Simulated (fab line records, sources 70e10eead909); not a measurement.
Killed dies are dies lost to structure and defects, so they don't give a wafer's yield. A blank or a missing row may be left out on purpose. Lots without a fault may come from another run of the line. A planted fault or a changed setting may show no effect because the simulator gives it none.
Problem report in the 8D (eight disciplines) form, filled by code | flow nand_harc | the parts of the form that need people (team, actions taken, sign-off) are left out

1. THE PROBLEM
heater_power_total_W at NHARC_A_CONTACT_SOFTBAKE_64 reads a mean of 198.11 W on 3 wafers of 2 lots; wafers without a fault read 188.44 W with a standard deviation of 0.15. That is +64 standard deviations from the usual mean.
The step: time 55 s.
First seen on wafer L761.3, day 29 20:00, on litho_track-04. The record holds 42 wafers of 14 lots with a number at this step. Rule for "out", or "out of limits": more than 4 standard deviations from the usual mean. The other wafers with a number count as sound.

2. WHAT IT IS AND WHAT IT IS NOT
question                    | is                     | is not
which readings at this step | heater_power_total_W   | -
which lots                  | L761, L764             | L742, L743, L744, L745, L748, L749, L750, L751, L752, L753, L754, L759
which wafers of those lots  | L761.3, L764.2, L764.3 | L761.5, L761.6, L764.1
read on which tools         | litho_track-04         | litho_track-01, litho_track-06
when                        | from day 29 20:00      | up to then (38 sound wafers); but 1 sound wafer of L764 came after

3. SUSPECTS, AND WHAT RULES EACH OUT
Counting: a tool at a process step up to the reading stays a suspect if it ran every lot that is out. Sound lots after the first of them don't rule it out here, since some wafers of a struck lot are sound.
- litho_track-04 at NHARC_A_CONTACT_SOFTBAKE_64 (time 55 s): kept. It ran every lot that is out, first L761 (day 29 20:00); its last sound lot up to then is L759 (day 28 23:00). Its own readings are out on those wafers: heater_power_total_W.
Left after counting: litho_track-04 at NHARC_A_CONTACT_SOFTBAKE_64.

4. THE CAUSE (what the simulator had put in)
Process parameter drift: litho_track-04, from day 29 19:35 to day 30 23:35, at NHARC_A_CONTACT_SOFTBAKE_64. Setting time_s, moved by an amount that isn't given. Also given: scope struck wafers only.
Counting left only this tool.

5. THE CHAIN OF EFFECTS, in route order
Each row: a reading whose mean over the struck wafers that have a number lies more than 3 standard deviations from the usual. Only readings for which the record gives a usual standard deviation are gone through. hours: the time from each lot's start at the first step in this table that gives one to its start at this step, as a median over the lots. sigmas: the change in usual standard deviations.
hours | step                        | reading              | usual    | on struck wafers | change | sigmas
0     | NHARC_A_CONTACT_SOFTBAKE_64 | heater_power_total_W | 188.44 W | 198.11           | +9.67  | +64
The process steps in it:
- NHARC_A_CONTACT_SOFTBAKE_64: time 55 s.
Later measuring or inspecting steps at which every struck wafer that the step has a row for has a number for every such reading, and none has moved that far: NHARC_A_CONTACT_OVL_MEAS_70.

6. WHAT WOULD HAVE CAUGHT IT SOONER
In this record the first reading out of limits was taken at day 29 20:00, 0 hours after the fault began at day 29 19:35.
